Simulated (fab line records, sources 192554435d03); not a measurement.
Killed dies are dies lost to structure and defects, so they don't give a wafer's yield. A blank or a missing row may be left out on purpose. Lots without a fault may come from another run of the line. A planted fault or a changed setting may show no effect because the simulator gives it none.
Chamber matching | flow n5_finfet | N5_BEOL_M14_ETCH_67 on rie_diel-06: 4 sister chambers
The step etches SiARC in CF4, target depth 143 nm, time 238.3 s. 16 wafers are shown with their chamber, then 8 later ones without.

WAFERS WITH THEIR CHAMBER
wafer  | chamber | showerhead_plenum_p_Torr (Torr) | throttle_valve_pct (%) | oes_product_au (a.u.)
L076.1 | 0       | 2.20                            | 16.08                  | 0.58
L076.4 | 2       | 2.20                            | 15.83                  | 0.58
L076.6 | 2       | 2.20                            | 15.83                  | 0.58
L075.2 | 1       | 2.11                            | 15.48                  | 0.79
L075.4 | 3       | 2.05                            | 15.83                  | 0.62
L075.6 | 3       | 2.05                            | 15.84                  | 0.62
L078.2 | 0       | 2.20                            | 16.08                  | 0.58
L078.4 | 1       | 2.11                            | 15.47                  | 0.79
L078.6 | 0       | 2.20                            | 16.07                  | 0.58
L079.2 | 2       | 2.20                            | 15.83                  | 0.57
L079.3 | 0       | 2.20                            | 16.11                  | 0.57
L079.5 | 3       | 2.05                            | 15.87                  | 0.62
L086.1 | 2       | 2.19                            | 15.89                  | 0.57
L086.3 | 3       | 2.05                            | 15.88                  | 0.60
L086.5 | 1       | 2.10                            | 15.52                  | 0.75
L088.2 | 2       | 2.19                            | 15.89                  | 0.56

SIGNATURES (means of the wafers above)
reading                  | chamber 0 | chamber 1 | chamber 2 | chamber 3 | scatter within a chamber
showerhead_plenum_p_Torr | 2.2000    | 2.1067    | 2.1960    | 2.0500    | 0.00394
throttle_valve_pct       | 16.0850   | 15.4900   | 15.8540   | 15.8550   | 0.0263
oes_product_au           | 0.5775    | 0.7767    | 0.5720    | 0.6150    | 0.012
Rule: a wafer's distance from a chamber is the root of the sum, over the readings, of the square of ((its reading less the chamber's mean) divided by the reading's scatter). The wafer belongs to the nearest chamber; if the next one is less than 2 further off, it can't be placed. The scatter: the root of (the sum of the squares of (reading less its chamber's mean) over the shown wafers, divided by (wafers less chambers)).

WAFERS WITHOUT THEIR CHAMBER
wafer  | showerhead_plenum_p_Torr (Torr) | throttle_valve_pct (%) | oes_product_au (a.u.)
L088.3 | 2.10                            | 15.54                  | 0.75
L088.4 | 2.10                            | 15.52                  | 0.76
L092.3 | 2.04                            | 15.92                  | 0.59
L092.5 | 2.19                            | 15.55                  | 0.86
L092.6 | 2.10                            | 15.55                  | 0.74
L094.3 | 2.19                            | 15.39                  | 0.83
L094.5 | 2.19                            | 15.63                  | 0.79
L094.6 | 2.09                            | 15.58                  | 0.73

WHICH CHAMBER EACH WENT THROUGH
wafer  | from the rows above     | in truth
L088.3 | 1                       | 1
L088.4 | 1                       | 1
L092.3 | 3                       | 3
L092.5 | 1                       | 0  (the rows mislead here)
L092.6 | 1                       | 1
L094.3 | 1                       | 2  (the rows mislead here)
L094.5 | can't be placed: 2 or 1 | 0
L094.6 | 1                       | 1
Placed correctly: 5 of 8. Can't be placed from these rows: 1 (the true chamber is among the candidates in 0). Placed wrongly: 2.
